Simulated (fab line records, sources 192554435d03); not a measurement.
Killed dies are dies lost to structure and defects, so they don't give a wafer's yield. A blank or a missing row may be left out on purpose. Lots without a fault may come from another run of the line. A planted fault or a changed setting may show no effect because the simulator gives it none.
A struck lot beside a sound one | flow n5_finfet | 20 steps out of a route of 1938
Sound: wafers L703.1, L703.3, L703.4. Struck: wafers L715.3, L715.4, L715.6. The cause comes at the end.
At each step with rows: each side's tool, then ch and its chambers, then its first start. Under that, the readings that differ: sound wafers | struck wafers | difference of the means | sigmas: that difference in standard deviations of wafers without a fault.
alike: readings whose means differ by less than 2 such deviations, and words and numbers that are the same on both sides. not compared: withheld readings, readings that some wafer has no value for, bounds like >300 that may hide the same value, and numbers for which the record gives no deviation and whose values overlap.
The two part at a step that has a row with sigmas, a row that says differs or no value, or rows on one side only. Numbers that don't overlap but have no deviation are shown without sigmas and don't part them. A reading that every wafer of one side lacks parts them only if that side has two wafers or more.

N5_BEOL_M13_ETCH_59: etches BARC in N2/H2, target depth 89 nm, overetch 26.7 nm, time 67.9 s.
  sound on rie_diel-02 ch 1,2,3, day 12 01:40; struck on rie_diel-02 ch 0,3, day 14 09:53
  alike: bias_w, drypump_motor_current_A, oes_product_au, rf_fwd_power_W, rf_vpp_V, showerhead_plenum_p_Torr, throttle_valve_pct
  not compared: rf_hours_counter_h
N5_BEOL_M13_VIA_ETCH_16: etches SiOC in C4F8/O2/Ar, target depth 921.7 nm.
  sound on rie_diel-02 ch 1,2,3, day 12 01:43; struck on rie_diel-02 ch 0,3, day 14 09:56
  alike: bias_w, drypump_motor_current_A, oes_product_au, rf_fwd_power_W, rf_vpp_V, showerhead_plenum_p_Torr, throttle_valve_pct
N5_BEOL_M13_STRIP_63: strips in N2/H2.
  sound on plasma_asher-01 ch 0,1, day 12 01:57; struck on plasma_asher-02 ch 0,1, day 14 10:11
  reading                      | sound          | struck         | difference | sigmas
  strip_time_to_endpoint_s (s) | 26.8 25.7 27.5 | 30.1 28.7 29.4 | +2.7       | +2
  alike: drypump_motor_current_A, heater_power_w, oes_product_au, temp_c
  not compared: rf_hours_counter_h
N5_BEOL_M13_STRIP_64: strips in N2/H2.
  sound on plasma_asher-01 ch 0,1, day 12 02:01; struck on plasma_asher-02 ch 0,1, day 14 10:15
  reading                      | sound             | struck            | difference | sigmas
  strip_time_to_endpoint_s (s) | 31.34 31.33 31.34 | 31.25 31.18 31.18 | -0.13      | -2
  alike: drypump_motor_current_A, heater_power_w, oes_product_au, temp_c
  not compared: rf_hours_counter_h
then, 2 steps without rows for these wafers: N5_BEOL_M13_STRIP_71 (strips in post etch residue remover, time 60 s); N5_BEOL_M13_SRD_72 (time 30 s, dry time 30 s).
N5_BEOL_M13_CD_MEAS_17: target cd 190 nm.
  sound on cd_sem-02, day 12 02:10; struck on cd_sem-01, day 14 10:25
  alike: cd_nm
then, 5 steps without rows for these wafers: N5_BEOL_M13_COAT_65 (time 60 s, resist thk 350 nm); N5_BEOL_M13_COAT_66 (time 60 s, resist thk 110 nm); N5_BEOL_M13_COAT_22 (resist thk 300 nm); N5_BEOL_M13_EBR_24; N5_BEOL_M13_SOFTBAKE_23 (time 60 s).
N5_BEOL_M13_EXPOSE_25: exposes mask M13, target cd 210 nm.
  sound on krf_scanner-01 ch 0, day 12 02:19; struck on krf_scanner-01 ch 0, day 14 10:35
  reading                          | sound       | struck         | difference | sigmas
  model.BEOL_M13.overlay_x_nm (nm) | 1.4 1.4 1.4 | 38.8 38.8 38.8 | +37.4      |
  alike: mask, reticle_temp_C
then, 3 steps without rows for these wafers: N5_BEOL_M13_PEB_26 (peb time 90 s); N5_BEOL_M13_DEVELOP_27 (develop time 45 s); N5_BEOL_M13_HARDBAKE_32 (time 120 s).
N5_BEOL_M13_CD_MEAS_28: target cd 209.5 nm.
  sound on cd_sem-01 ch 0, day 12 02:29; struck on cd_sem-01 ch 0, day 14 10:44
  alike: cd_nm
N5_BEOL_M13_OVL_MEAS_29:
  sound on overlay-01 ch 0, day 12 02:31; struck on overlay-01 ch 0, day 14 10:46
  reading      | sound  | struck   | difference | sigmas
  M13_OVL (nm) | 1 -2 2 | 40 31 38 | +36        | +5
N5_BEOL_M13_INSPECT_30: inspects for defects (macro).
  sound on defect_inspect-01, day 12 02:32; struck on defect_inspect-02, day 14 10:47
  alike: raw_defect_count
N5_PASSIVATION_PROBE_49:
  the record has rows for the sound wafers here (prober-02, day 13 11:26) and none for the struck ones

WHERE THEY PART
First at N5_BEOL_M13_STRIP_63; last, within this record, at N5_PASSIVATION_PROBE_49.

WHY: what the simulator had put in
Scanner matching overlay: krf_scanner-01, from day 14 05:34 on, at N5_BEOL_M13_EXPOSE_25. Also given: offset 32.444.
